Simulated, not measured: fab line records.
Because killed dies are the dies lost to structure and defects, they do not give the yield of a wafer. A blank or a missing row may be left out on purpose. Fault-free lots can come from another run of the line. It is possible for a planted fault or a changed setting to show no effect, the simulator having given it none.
Comparing a struck lot with a sound one | flow n5Finfet | 14 steps out of a route of 1938
Sound: wafers L952.2, L952.4, L952.6. Wafers L968.2, L968.5, L968.6 were the ones struck. The cause is named last.
At each step with rows: each side's tool, then ch and its chambers, then its first start. Under that, the readings that differ: sound wafers | struck wafers | difference of the means | sigmas: that difference in standard deviations of wafers without a fault.
alike: a reading whose means differ by less than 2 such deviations, as well as words and numbers matching on both sides. not compared: withheld readings; readings where some wafer has no value; bounds like >300 that might hide an equal value; numbers whose values overlap and for which the record gives no deviation.
The two part at a step that has a row with sigmas, a row that says differs or no value, or rows on one side only. Numbers that have no deviation but don't overlap get no sigmas and don't part them. A reading missing from all wafers of one side parts the sides only when that side holds two or more wafers.

first, 2 steps without rows for these wafers: N5_BEOL_M5_STRIP_63 (strips in N2/H2); N5_BEOL_M5_STRIP_73 (strips in N2/H2).
N5_BEOL_M5_STRIP_64: strips in CF4.
  sound on rieDiel-02 ch 2,3, day 9 17:22; struck on rieDiel-01 ch 0,1, day 13 14:25
  alike: cf4FlowSccm, drypumpMotorCurrentA, oesProductAu, powerW, rfVppV, showerheadPlenumPTorr, throttleValvePct
  not compared: rfHoursCounterH
N5_BEOL_M5_HM_OPEN_17: chemistry Cl2/BCl3, target TiN, target depth 20 nm, overetch 6 nm.
  sound on rieMetal-02 ch 0,1, day 9 17:24; struck on rieMetal-02 ch 0,1, day 13 14:29
reading          | sound             | struck            | difference | sigmas
mfcArSccm (sccm) | 24.98 24.97 24.87 | 25.12 25.13 25.10 | +0.18      | +2
  alike: drypumpMotorCurrentA, heBacksideLeakSccm, oesProductAu, throttleValvePct
  not compared: rfHoursCounterH
N5_BEOL_M5_STRIP_19: strips in O2.
  sound on rieDiel-02 ch 2,3, day 9 17:32; struck on rieDiel-02 ch 0,3, day 13 14:38
  alike: drypumpMotorCurrentA, oesProductAu, rfVppV, showerheadPlenumPTorr, throttleValvePct
  not compared: rfHoursCounterH
N5_BEOL_M5_CD_MEAS_18: pitch 56 nm, target cd 28 nm.
  sound on cdSem-02 at day 9 17:37; struck on cdSem-01 at day 13 14:43
  alike: cdNm
then, 6 steps without rows for these wafers: N5_BEOL_M5_COAT_65 (time 60 s, resist thk 60 nm); N5_BEOL_M5_COAT_66 (time 60 s, resist thk 12 nm); N5_BEOL_M5_COAT_74 (time 60 s, resist thk 5 nm); N5_BEOL_M5_COAT_22 (resist thk 30 nm); N5_BEOL_M5_EBR_24; N5_BEOL_M5_SOFTBAKE_23 (time 60 s).
N5_BEOL_M5_EXPOSE_25: exposes mask V4, defocus 10 nm.
  struck on euvScanner-01, day 13 15:04; sound on euvScanner-01 ch 0, day 9 20:14
  no value came back on the struck wafers for dipoleOpeningDeg (degrees), exposureDoseMJCm2, na; on the sound wafers dipoleOpeningDeg (degrees) reads 60 60 60
  alike: mask
then, 1 step without rows for these wafers: N5_BEOL_M5_PEB_26 (peb time 60 s).

WHERE THEY PART
At N5_BEOL_M5_HM_OPEN_17 first; at N5_BEOL_M5_EXPOSE_25 last (within this record only).

WHY: what the simulator had put in
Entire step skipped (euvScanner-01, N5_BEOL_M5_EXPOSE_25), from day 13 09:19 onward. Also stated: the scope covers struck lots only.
